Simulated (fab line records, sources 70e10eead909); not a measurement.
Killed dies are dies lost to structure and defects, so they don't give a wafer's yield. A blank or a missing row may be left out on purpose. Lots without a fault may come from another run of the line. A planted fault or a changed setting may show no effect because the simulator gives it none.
Chamber matching | flow nand_harc | NHARC_P_CONTACT_STRIP_28 on rie_diel-05: 4 sister chambers
The step strips in O2. 8 wafers are shown with their chamber, then 8 later ones without.

WAFERS WITH THEIR CHAMBER
wafer  | chamber | drypump_motor_current_A (A) | oes_product_au (a.u.)
L074.1 | 0       | 6.4                         | 1.012
L075.2 | 0       | 6.3                         | 0.999
L077.2 | 1       | 5.1                         | 1.004
L077.6 | 3       | 5.3                         | 1.014
L080.2 | 2       | 5.8                         | 0.986
L080.3 | 1       | 5.1                         | 1.002
L080.4 | 2       | 5.8                         | 0.979
L085.1 | 3       | 5.3                         | 1.007

WAFERS WITHOUT THEIR CHAMBER
wafer  | drypump_motor_current_A (A) | oes_product_au (a.u.)
L085.2 | 5.7                         | 1.009
L085.3 | 5.1                         | 1.007
L088.3 | 5.7                         | 1.000
L088.4 | 5.1                         | 0.998
L088.6 | 5.3                         | 0.992
L097.1 | 6.4                         | 1.012
L097.2 | 5.7                         | 1.008
L097.3 | 5.1                         | 1.008

WHICH CHAMBER EACH WENT THROUGH
wafer  | from the rows above | in truth
L085.2 | 2                   | 2
L085.3 | 1                   | 1
L088.3 | 2                   | 2
L088.4 | 1                   | 1
L088.6 | 3                   | 3
L097.1 | 0                   | 0
L097.2 | 2                   | 2
L097.3 | 1                   | 1
Placed correctly: 8 of 8. Can't be placed from these rows: 0. Placed wrongly: 0.
How it was worked out, from the rows above alone: a wafer's distance from a chamber is the root of the sum, over the readings, of the square of ((its reading less the chamber's mean) divided by the reading's scatter). The wafer belongs to the nearest chamber; if the next one is less than 2 further off, it can't be placed. A chamber's mean is the mean of its shown wafers. The scatter: the root of (the sum of the squares of (reading less its chamber's mean) over the shown wafers, divided by (wafers less chambers)).
